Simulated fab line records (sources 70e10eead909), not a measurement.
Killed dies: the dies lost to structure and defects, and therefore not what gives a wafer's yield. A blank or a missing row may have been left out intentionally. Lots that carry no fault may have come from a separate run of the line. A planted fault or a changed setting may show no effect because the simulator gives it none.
Chamber matching | flow nand-harc | pecvd-01 running NHARC_P_M0_PRE_CLEAN_31: 3 sister chambers
The step time 12 s. 14 wafers are shown with their chamber, then 7 later ones without.

## WAFERS PAIRED WITH THEIR CHAMBERS
wafer  | chamber | rf-fwd-power-W (W) | heater-power-w (W)
L076.2 | 0       | 292.9              | 688
L076.3 | 1       | 291.8              | 708
L076.4 | 1       | 293.0              | 718
L079.1 | 1       | 292.3              | 702
L079.3 | 2       | 292.2              | 681
L079.4 | 1       | 292.4              | 705
L081.2 | 2       | 291.4              | 617
L081.3 | 0       | 295.1              | 689
L081.5 | 2       | 291.9              | 634
L083.2 | 0       | 292.5              | 661
L083.4 | 2       | 292.1              | 639
L083.5 | 0       | 292.5              | 675
L085.2 | 1       | 293.0              | 629
L085.3 | 0       | 292.5              | 637

SIGNATURES (averages over the wafers above)
reading        | chamber 0 | chamber 1 | chamber 2 | scatter within a chamber
rf-fwd-power-W | 293.100   | 292.500   | 291.900   | 0.771
heater-power-w | 670.00    | 692.40    | 642.75    | 29
Rule: for each reading, subtract the chamber's mean from the wafer's reading, divide by that reading's scatter and square the result; add these up over the readings and take the root, which gives the wafer's distance from the chamber. If the next closest chamber is less than 2 further off than the closest, the wafer can't be placed; otherwise it belongs to the closest. How the scatter is found: for the shown wafers, subtract from each reading the mean of its chamber, square and add these, divide the total by (wafers less chambers), then take the root.

## WAFERS WHOSE CHAMBER IS MISSING
wafer  | rf-fwd-power-W (W) | heater-power-w (W)
L085.4 | 291.8              | 615
L094.1 | 292.1              | 625
L094.2 | 293.1              | 705
L094.4 | 293.0              | 732
L097.1 | 292.3              | 742
L097.2 | 291.7              | 665
L097.5 | 291.5              | 613

## CHAMBER TAKEN BY EACH
wafer  | from the rows above          | in truth
L085.4 | can't be placed: 2 or 0 or 1 | 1
L094.1 | can't be placed: 2 or 0 or 1 | 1
L094.2 | can't be placed: 1 or 0 or 2 | 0
L094.4 | can't be placed: 1 or 0 or 2 | 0
L097.1 | can't be placed: 1 or 0 or 2 | 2
L097.2 | can't be placed: 2 or 1 or 0 | 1
L097.5 | can't be placed: 2 or 0 or 1 | 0
Placed correctly: 0 of 7. These rows do not allow placing 7 (true chamber among the candidates in 7). Placed wrongly: 0.
